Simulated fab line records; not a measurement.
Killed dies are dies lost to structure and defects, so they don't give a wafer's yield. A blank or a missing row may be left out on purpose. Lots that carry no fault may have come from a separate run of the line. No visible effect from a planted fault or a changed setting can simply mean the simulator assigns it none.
8D (eight disciplines) problem report, filled in by code | flow n5 finfet | the parts of the form that need people (team, actions taken, sign-off) are left out

1. WHAT WENT WRONG
Wafers without a fault read 29.13 nm, standard deviation 0.22; cd nm at N5_FIN_CUT_CD_MEAS_08 reads a mean of 30.85 nm on 6 wafers belonging to 2 lots. Relative to the usual mean, that is a shift of +7.8 standard deviations.
The step: target cd 29.1 nm.
The first sign was on wafer L406.2 at day 7 02:44, on cd sem-01. The record has a number at this step for 28 wafers belonging to 10 lots. Rule for "out" (also "out of limits"): further than 4 standard deviations from the usual mean. All remaining wafers that have a number are taken as sound.

2. WHAT IT IS; WHAT IT IS NOT
question                    | is                     | is not
which readings at this step | cd nm                  | -
which lots                  | L406, L407             | L388, L390, L392, L394, L396, L397, L401, L409
which wafers of those lots  | all that have a number | -
read on which gauges        | cd sem-01, cd sem-02   | cd sem-03
when                        | from day 7 02:44       | up to then (19 sound wafers); but 3 sound wafers of L409 came after

3. THE SUSPECTS, EACH WITH WHAT RULES IT OUT
Counting: a tool at a process step up to the reading stays a suspect if it ran every lot that is out and no sound lot after the first of them.
- the gauge at N5_FIN_CUT_CD_MEAS_08 is ruled out. The wafers that are out were read on 2 gauges (cd sem-01, cd sem-02).
- euv scanner-02 at N5_FIN_CUT_EXPOSE_05 (exposes mask FIN CUT): kept. Every lot that is out went through it, starting with L406 (day 7 02:37), and after that it ran no sound lot; the last sound lot it ran before then is L401 (day 6 00:55). On those wafers its own readings are out: exposure dose mJ cm2.
After counting, what remains is euv scanner-02 at N5_FIN_CUT_EXPOSE_05.

4. THE CAUSE (what the simulator had put in)
Process parameter drift: euv scanner-02, from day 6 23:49 on, at N5_FIN_CUT_EXPOSE_05. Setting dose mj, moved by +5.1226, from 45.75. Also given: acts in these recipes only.
The count eliminated every tool but this one.

5. SEQUENCE OF EFFECTS, ordered by route
Rows list readings where the struck wafers' mean (over those with a number) sits beyond 3 standard deviations from the usual. Only readings for which the record gives a usual standard deviation are gone through. hours: the time from each lot's start at the first step in this table that gives one to its start at this step, as a median over the lots. sigmas: the change in usual standard deviations.
hours | step                  | reading              | usual    | on struck wafers | change | sigmas
0     | N5_FIN_CUT_EXPOSE_05  | exposure dose mJ cm2 | 45.73    | 50.32            | +4.59  | +99 or more
0     | N5_FIN_CUT_CD_MEAS_08 | cd nm                | 29.13 nm | 30.85            | +1.72  | +7.8
The process steps in it:
- N5_FIN_CUT_EXPOSE_05: exposes mask FIN CUT.
Later steps that measure or inspect, where all struck wafers having a row at the step show a number for every such reading and not one has moved that far: N5_BEOL_M4_RC_MEAS_101.

6. HOW IT WOULD HAVE BEEN CAUGHT EARLIER
The first out-of-limits reading at a measuring or inspecting step in this record came at day 7 02:44, 3 hours after the fault's start at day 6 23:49.
At N5_FIN_CUT_EXPOSE_05, the tool's own readings (exposure dose mJ cm2) were out on each struck wafer the step has a row for, so an alarm limit on them would have fired on the first such wafer.
L407, from the lots that are out (2), started N5_FIN_CUT_EXPOSE_05 on euv scanner-02 later than day 7 02:44. A tool hold placed at that time would have kept it from harm.
